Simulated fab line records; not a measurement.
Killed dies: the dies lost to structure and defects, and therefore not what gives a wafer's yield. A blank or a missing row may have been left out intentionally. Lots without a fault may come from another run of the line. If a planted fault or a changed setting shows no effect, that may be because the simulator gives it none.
Matching of chambers || flow n5_finfet || N5_GATE_CUT_DESCUM_18 on rie_diel-01: 4 sister chambers
The step chemistry O2, time 7 s. 4 wafers are shown with their chamber, then 10 later ones without.

WAFERS PAIRED WITH THEIR CHAMBERS
{"wafer": "L083.5", "chamber": 3, "drypump_motor_current_A (A)": 6.3}
{"wafer": "L087.6", "chamber": 0, "drypump_motor_current_A (A)": 5.1}
{"wafer": "L089.4", "chamber": 2, "drypump_motor_current_A (A)": 5.4}
{"wafer": "L089.5", "chamber": 1, "drypump_motor_current_A (A)": 5.6}

WAFERS WITHOUT THEIR CHAMBER
{"wafer": "L089.6", "drypump_motor_current_A (A)": 5.4}
{"wafer": "L092.2", "drypump_motor_current_A (A)": 6.4}
{"wafer": "L092.5", "drypump_motor_current_A (A)": 5.1}
{"wafer": "L092.6", "drypump_motor_current_A (A)": 5.4}
{"wafer": "L095.1", "drypump_motor_current_A (A)": 6.3}
{"wafer": "L095.3", "drypump_motor_current_A (A)": 5.4}
{"wafer": "L095.4", "drypump_motor_current_A (A)": 5.4}
{"wafer": "L096.1", "drypump_motor_current_A (A)": 5.1}
{"wafer": "L096.3", "drypump_motor_current_A (A)": 5.4}
{"wafer": "L096.4", "drypump_motor_current_A (A)": 5.6}

CHAMBER TAKEN BY EACH
{"wafer": "L089.6", "from the rows above": 2, "in truth": 2}
{"wafer": "L092.2", "from the rows above": 3, "in truth": 3}
{"wafer": "L092.5", "from the rows above": 0, "in truth": 0}
{"wafer": "L092.6", "from the rows above": 2, "in truth": 2}
{"wafer": "L095.1", "from the rows above": 3, "in truth": 3}
{"wafer": "L095.3", "from the rows above": 2, "in truth": 2}
{"wafer": "L095.4", "from the rows above": 2, "in truth": 2}
{"wafer": "L096.1", "from the rows above": 0, "in truth": 0}
{"wafer": "L096.3", "from the rows above": 2, "in truth": 2}
{"wafer": "L096.4", "from the rows above": 1, "in truth": 1}
Correctly placed: 10 of 10. Not placeable from these rows: 0. Placed wrongly: 0.
How it was worked out, from the rows above alone: a wafer's distance from a chamber is the root of the sum, over the readings, of the square of ((its reading less the chamber's mean) divided by the reading's scatter). If the next closest chamber is less than 2 further off than the closest, the wafer can't be placed; otherwise it belongs to the closest. Each chamber's mean is taken over the wafers shown for it. The scatter (one wafer shown for each chamber): square how far every hidden wafer sits from the nearest shown wafer, average those squares and take the square root.
